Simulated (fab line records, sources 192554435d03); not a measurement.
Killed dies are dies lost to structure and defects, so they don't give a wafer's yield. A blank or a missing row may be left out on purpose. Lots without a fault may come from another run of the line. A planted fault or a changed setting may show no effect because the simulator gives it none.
Chamber matching | flow n5_finfet | N5_BEOL_M12_DESCUM_33 on rie_diel-02: 4 sister chambers
The step chemistry O2, time 7.9 s. 8 wafers are shown with their chamber, then 7 later ones without.

WAFERS WITH THEIR CHAMBER
wafer  | chamber | throttle_valve_pct (%) | drypump_motor_current_A (A)
L076.5 | 1       | 20.48                  | 5.8
L081.1 | 1       | 20.52                  | 5.7
L081.2 | 3       | 20.71                  | 5.6
L083.2 | 3       | 20.71                  | 5.6
L085.1 | 2       | 20.61                  | 5.7
L085.6 | 0       | 20.07                  | 5.6
L086.3 | 0       | 20.08                  | 5.6
L086.5 | 2       | 20.60                  | 5.7

WAFERS WITHOUT THEIR CHAMBER
wafer  | throttle_valve_pct (%) | drypump_motor_current_A (A)
L086.6 | 20.73                  | 5.6
L092.1 | 20.12                  | 5.6
L092.2 | 20.18                  | 5.8
L092.5 | 20.77                  | 5.6
L082.1 | 20.65                  | 5.7
L082.3 | 20.21                  | 5.7
L082.6 | 20.19                  | 5.7

WHICH CHAMBER EACH WENT THROUGH
wafer  | from the rows above     | in truth
L086.6 | 3                       | 3
L092.1 | 0                       | 0
L092.2 | 0                       | 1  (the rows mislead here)
L092.5 | 3                       | 3
L082.1 | can't be placed: 2 or 3 | 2
L082.3 | 0                       | 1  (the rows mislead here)
L082.6 | 0                       | 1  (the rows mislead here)
Placed correctly: 3 of 7. Can't be placed from these rows: 1 (the true chamber is among the candidates in 1). Placed wrongly: 3.
How it was worked out, from the rows above alone: a wafer's distance from a chamber is the root of the sum, over the readings, of the square of ((its reading less the chamber's mean) divided by the reading's scatter). The wafer belongs to the nearest chamber; if the next one is less than 2 further off, it can't be placed. A chamber's mean is the mean of its shown wafers. The scatter: the root of (the sum of the squares of (reading less its chamber's mean) over the shown wafers, divided by (wafers less chambers)).
